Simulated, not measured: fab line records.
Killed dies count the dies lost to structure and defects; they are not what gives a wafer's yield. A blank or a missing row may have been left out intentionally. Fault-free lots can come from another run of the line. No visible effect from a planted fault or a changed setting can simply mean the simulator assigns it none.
Matching of chambers	flow n5 finfet	4 sister chambers for N5_BEOL_M15_CMP_49 on cmp-02
The step polishes, stops on SiO2, t overpolish 4.9 s, target thk 850 nm. 4 wafers are shown with their chamber, then 7 later ones without.

WAFERS PAIRED WITH THEIR CHAMBERS
wafer	chamber	motor current A (A)
L087.6	1	8.0
L095.2	3	9.1
L094.2	2	8.0
L094.3	0	7.6

WAFERS WITH NO CHAMBER GIVEN
wafer	motor current A (A)
L094.5	9.2
L093.1	8.2
L093.5	8.8
L093.6	7.3
L096.4	8.8
L096.5	7.7
L096.6	7.9

CHAMBER TAKEN BY EACH
wafer	from the rows above	in truth
L094.5	3	3
L093.1	can't be placed: 1 or 2 or 0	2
L093.5	3	3
L093.6	can't be placed: 0 or 1 or 2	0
L096.4	3	3
L096.5	can't be placed: 0 or 1 or 2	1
L096.6	can't be placed: 1 or 2 or 0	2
Correctly placed: 3 of 7. Not placeable from these rows: 4 (in 4, the candidates include the true chamber). Number placed wrongly: 0.
How it was worked out, from the rows above alone: a wafer's distance from a chamber is the root of the sum, over the readings, of the square of ((its reading less the chamber's mean) divided by the reading's scatter). The wafer belongs to the nearest chamber; if the next one is less than 2 further off, it can't be placed. A chamber's mean is the mean of its shown wafers. The scatter: root of mean squared gap, hidden wafer to nearest shown wafer, with one shown wafer a chamber.
